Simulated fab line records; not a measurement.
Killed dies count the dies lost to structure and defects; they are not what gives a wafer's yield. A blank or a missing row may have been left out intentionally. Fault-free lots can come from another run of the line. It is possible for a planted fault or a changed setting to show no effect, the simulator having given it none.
A lot that was struck, set against a sound lot	flow n5-finfet	15 out of 1938 route steps
Sound: the wafers L736.2, L736.3, L736.6. Struck: wafer L754.2. (L754.1, L754.4 of the same lot were not struck and are left out.) The cause comes at the end.
At each step with rows: each side's tool, then ch and its chambers, then its first start. Under that, the readings that differ: sound wafers	struck wafers	difference of the means	sigmas: that difference in standard deviations of wafers without a fault.
alike: words and numbers the same on both sides, and readings whose means are apart by under 2 such deviations; not compared: readings that were withheld, readings missing a value for some wafer, numbers with overlapping values and no deviation given by the record, and bounds like >300 which may hide the same value.
A row with sigmas, a row that says differs or no value, or rows on one side alone: a step with any of these is where the two part. Non-overlapping numbers with no deviation appear without sigmas and do not part them. A reading missing from all wafers of one side parts the sides only when that side holds two or more wafers.

N5_HKMG_FIN_DESCUM_53: chemistry O2, time 7.9 s.
  sound on rie-diel-02 ch 2,3, day 4 07:13; struck on rie-diel-04 ch 3, day 8 16:17
  alike: drypump-motor-current-A, oes-product-au, rf-vpp-V, showerhead-plenum-p-Torr, throttle-valve-pct
  not compared: rf-hours-counter-h
then, 4 steps without rows for these wafers: N5_HKMG_FIN_ETCH_54 (etches SiARC in CF4, target depth 45.5 nm, time 75.8 s); N5_HKMG_FIN_ETCH_55 (etches SOC in N2/H2, target depth 240 nm, time 300 s); N5_HKMG_FIN_STRIP_56 (strips in N2/H2); N5_HKMG_FIN_STRIP_57 (strips in CF4).
N5_HKMG_FIN_ETCH_58: etches SOC in N2/H2, target depth 215.8 nm, time 741 s.
  sound on rie-diel-02 ch 2,3, day 4 07:31; struck on rie-diel-04 ch 3, day 8 16:35
  alike: drypump-motor-current-A, oes-product-au, rf-vpp-V, showerhead-plenum-p-Torr, throttle-valve-pct
  not compared: rf-hours-counter-h
N5_HKMG_FIN_STRIP_93: strips SOC in N2/H2, time 20 s.
  sound on rie-diel-02 ch 2,3, day 4 07:56; struck on rie-diel-04 ch 3, day 8 17:01
  alike: drypump-motor-current-A, oes-product-au, rf-vpp-V, showerhead-plenum-p-Torr, throttle-valve-pct
  not compared: rf-hours-counter-h
then, 1 step without rows for these wafers: N5_HKMG_FIN_WET_ETCH_76 (etches Al2O3 in dNH4OH, stops on La2O3, target depth 2.25 nm, rinse time 30 s).
N5_HKMG_FIN_STRIP_60: strips in N2/H2, time 360 s.
  sound on plasma-asher-01 ch 1, day 4 08:06; struck on plasma-asher-01 ch 0, day 8 17:10
reading	sound	struck	difference	sigmas
drypump-motor-current-A (A)	5.59 5.60 5.61	5.04	-0.56	-2
heater-power-w (W)	507 512 511	460	-50	-2
  not compared: rf-hours-counter-h
then, 2 steps without rows for these wafers: N5_HKMG_FIN_WET_ETCH_77 (etches La2O3 in dHCl, stops on HfO2, target depth 2 nm); N5_HKMG_FIN_WET_ETCH_78 (etches Al2O3 in dNH4OH, stops on La2O3, target depth 4.5 nm, rinse time 30 s).
N5_HKMG_FIN_ALD_79: deposits TiN, target thk 1.5 nm, pulse time 1 s, purge time 3 s.
  sound on ald-metal-01 ch 0,2,3, day 4 08:36; struck on ald-metal-02 ch 0, day 8 17:39
reading	sound	struck	difference	sigmas
heater-power-w (W)	697 999 699	1038	+240	+2
  alike: chamber-pressure-Torr, heater-power-outer-w, precursor-pulse-height-rel, susceptor-temp-C
N5_HKMG_FIN_CVD_62: deposits a-Si from Si2H6, target thk 3 nm, time 20.8 s.
  sound on thermal-cvd-si-01 ch 1,2, day 4 08:58; struck on thermal-cvd-si-01 ch 0, day 8 18:01
reading	sound	struck	difference	sigmas
susceptor-temp-C (C)	500.02 499.97 500.27	485.60	-14.49	-54
model.a-Si_of_HKMG_FIN_CVD_62.thk-nm (nm)	2.8 3 3	2	-1	
  alike: chamber-pressure-Torr, heater-power-outer-w, heater-power-w
then, 1 step without rows for these wafers: N5_HKMG_FIN_RTA_80 (time 2 s).
-- a jump in the record: the struck wafers' starts before and after are 5 days apart (it breaks off in module HKMG_FIN and resumes in module BEOL_M4, where the first step shown is number 1111 of the route) --
N5_BEOL_M4_RC_MEAS_101:
  sound on prober-01 ch 0, day 8 18:54; struck on prober-01 ch 0, day 13 17:16
reading	sound	struck	difference	sigmas
SS_N (mV/dec)	71.4 70.6 71.2	72.2	+1.1	+2
VT_P (mV)	-252.1 -253.5 -253.0	-246.7	+6.2	+2
  alike: DIBL_N, DIBL_P, IOFF_N, IOFF_P, ION_N, ION_P, SS_P, VT_N

## WHERE THEY PART
Earliest at N5_HKMG_FIN_STRIP_60; latest, in this record, at N5_BEOL_M4_RC_MEAS_101.

WHY: whatever the simulator had introduced
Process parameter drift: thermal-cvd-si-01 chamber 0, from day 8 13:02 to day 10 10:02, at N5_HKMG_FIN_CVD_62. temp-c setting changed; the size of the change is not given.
